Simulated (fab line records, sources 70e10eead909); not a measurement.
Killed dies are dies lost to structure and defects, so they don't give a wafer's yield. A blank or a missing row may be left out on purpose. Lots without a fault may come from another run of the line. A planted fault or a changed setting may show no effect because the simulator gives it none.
Chamber matching | flow nand_harc | NHARC_P_M1_CMP_23 on cmp-03: 4 sister chambers
The step polishes, t overpolish 20 s, target thk 157.82 nm. 8 wafers are shown with their chamber, then 7 later ones without.

WAFERS WITH THEIR CHAMBER
wafer  | chamber | motor_current_A (A) | time_to_endpoint_s (s)
L076.6 | 2       | 12.8                | 31
L078.4 | 0       | 12.9                | 30
L079.3 | 0       | 13.7                | 26
L080.1 | 2       | 13.0                | 30
L080.3 | 1       | 14.6                | 37
L080.5 | 3       | 10.9                | 29
L082.1 | 3       | 11.0                | 29
L082.2 | 1       | 14.9                | 38

WAFERS WITHOUT THEIR CHAMBER
wafer  | motor_current_A (A) | time_to_endpoint_s (s)
L082.5 | 14.7                | 38
L089.1 | 10.3                | 25
L089.3 | 14.4                | 34
L089.6 | 14.4                | 33
L095.3 | 12.8                | 29
L095.5 | 14.2                | 36
L095.6 | 13.0                | 27

WHICH CHAMBER EACH WENT THROUGH
wafer  | from the rows above          | in truth
L082.5 | 1                            | 1
L089.1 | 3                            | 3
L089.3 | 1                            | 1
L089.6 | can't be placed: 1 or 0 or 2 | 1
L095.3 | can't be placed: 2 or 0      | 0
L095.5 | 1                            | 1
L095.6 | can't be placed: 0 or 2      | 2
Placed correctly: 4 of 7. Can't be placed from these rows: 3 (the true chamber is among the candidates in 3). Placed wrongly: 0.
How it was worked out, from the rows above alone: a wafer's distance from a chamber is the root of the sum, over the readings, of the square of ((its reading less the chamber's mean) divided by the reading's scatter). The wafer belongs to the nearest chamber; if the next one is less than 2 further off, it can't be placed. A chamber's mean is the mean of its shown wafers. The scatter: the root of (the sum of the squares of (reading less its chamber's mean) over the shown wafers, divided by (wafers less chambers)).
